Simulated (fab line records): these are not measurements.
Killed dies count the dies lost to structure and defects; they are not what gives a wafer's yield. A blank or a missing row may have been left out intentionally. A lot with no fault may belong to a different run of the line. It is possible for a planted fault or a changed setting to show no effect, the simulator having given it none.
Matching of chambers    flow nand-harc    4 sister chambers for NHARC_A_WL_FILL_ALD_10 on ald-hk-03
The step deposits SiO2, target thk 50 nm, pulse time 10 s, ald cycles 500. 8 wafers are shown with their chamber, then 9 later ones without.

## WAFERS, EACH WITH ITS CHAMBER
wafer   chamber  heater-power-w (W)  precursor-pulse-height-rel
L079.6  3        481                 1.008
L080.5  1        416                 1.023
L085.1  0        473                 1.013
L085.3  1        435                 0.990
L085.6  2        456                 1.021
L086.1  2        460                 1.009
L086.5  0        460                 0.968
L086.6  3        489                 1.025

## WAFERS MISSING THEIR CHAMBER
wafer   heater-power-w (W)  precursor-pulse-height-rel
L091.1  499                 1.016
L091.2  475                 0.984
L091.3  420                 1.003
L092.4  517                 0.976
L092.5  503                 1.029
L092.6  464                 0.995
L095.4  495                 1.031
L095.5  464                 0.998
L095.6  492                 0.987

## WHICH CHAMBER EACH ONE RAN IN
wafer   from the rows above           in truth
L091.1  3                             3
L091.2  can't be placed: 0 or 3 or 2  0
L091.3  1                             1
L092.4  can't be placed: 3 or 0       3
L092.5  3                             3
L092.6  can't be placed: 0 or 2       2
L095.4  3                             3
L095.5  can't be placed: 0 or 2       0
L095.6  can't be placed: 3 or 0       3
Placed correctly: 4 of 9. Not placeable from these rows: 5 (in 5, the candidates include the true chamber). 0 placed wrongly.
How it was worked out, from the rows above alone: a wafer's distance from a chamber is the root of the sum, over the readings, of the square of ((its reading less the chamber's mean) divided by the reading's scatter). The wafer belongs to the nearest chamber; if the next one is less than 2 further off, it can't be placed. The mean given for a chamber averages the wafers shown for that chamber. The scatter: the root of (the sum of the squares of (reading less its chamber's mean) over the shown wafers, divided by (wafers less chambers)).
